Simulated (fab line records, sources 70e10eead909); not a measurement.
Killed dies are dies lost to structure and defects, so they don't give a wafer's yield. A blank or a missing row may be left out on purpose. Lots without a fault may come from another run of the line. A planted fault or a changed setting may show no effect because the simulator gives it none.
Which tool did it? | flow nand_harc | 24 lots, 72 wafers sampled, at 1 step of a route of 1159

WHAT THE GAUGES READ, wafer by wafer
NHARC_A_CHANNEL_HOLE_D1_INSPECT_12.
lot  | measured     | on                | raw_defect_count
L074 | day 8 14:10  | defect_inspect-02 | 3 4 4
L075 | day 8 20:40  | defect_inspect-02 | 6 7 5
L076 | day 8 21:17  | defect_inspect-02 | 4 7 3
L080 | day 9 06:04  | defect_inspect-01 | 6 7 13
L077 | day 9 06:23  | defect_inspect-02 | 6 8 7
L078 | day 9 06:34  | defect_inspect-02 | 4 9 5
L079 | day 9 10:29  | defect_inspect-02 | 4 4 6
L081 | day 9 20:59  | defect_inspect-01 | 8 1 6
L083 | day 10 06:34 | defect_inspect-01 | 7 6 7
L082 | day 10 11:16 | defect_inspect-01 | 5 6 2
L084 | day 11 02:11 | defect_inspect-01 | 8 5 10
L087 | day 11 10:25 | defect_inspect-02 | 5 9 6
L086 | day 11 11:17 | defect_inspect-01 | 3 11 9
L085 | day 11 11:52 | defect_inspect-01 | 4 1 4
L089 | day 12 03:45 | defect_inspect-02 | 6 3 12
L088 | day 12 04:20 | defect_inspect-02 | 10 4 2
L091 | day 12 07:00 | defect_inspect-02 | 9 12 6
L090 | day 12 07:29 | defect_inspect-02 | 6 3 5
L093 | day 12 15:00 | defect_inspect-01 | 7 1 8
L092 | day 12 16:24 | defect_inspect-02 | 5 3 1
L094 | day 13 03:58 | defect_inspect-01 | 8 4 10
L096 | day 13 08:19 | defect_inspect-01 | 6 6 10
L095 | day 13 09:13 | defect_inspect-02 | 6 8 5
L097 | day 14 03:49 | defect_inspect-01 | 7 3 7

WHICH TOOL RAN EACH LOT (tool, then ch and the chambers of the sampled wafers, then the start)
The record holds no process step before these readings.

WHAT THE TOOLS THEMSELVES READ (means of the sampled wafers that have a number; where no wafer has one, the mark that the record gives instead)
The record holds no such reading with a usual standard deviation.

THE ANSWER, worked out from the rows above alone
Rule: what is usual is taken from the lots themselves. Put in order of their means at a reading, lots are off if they are a third of the lots or fewer, leave a main group of 4 or more, and stand apart from it by a gap of 3 or more times the standard deviation of the main group's means; of several such gaps the widest counts. A main group whose means are all the same, to the digits that the tables above print for the reading, isn't used. A lot without any number at a reading at which 4 lots or more have one is off too. The other lots that the step has rows for count as sound. The gauges are gone through in route order, then the tools' own readings, and for those a lot's mean is taken as printed above. The first step at which some lot is off is used, and at that step the reading that is off furthest; a lot without a number counts as furthest.
No lot is off at any reading shown: from this, nothing can be told.

WHAT THE SIMULATOR HAD PUT IN
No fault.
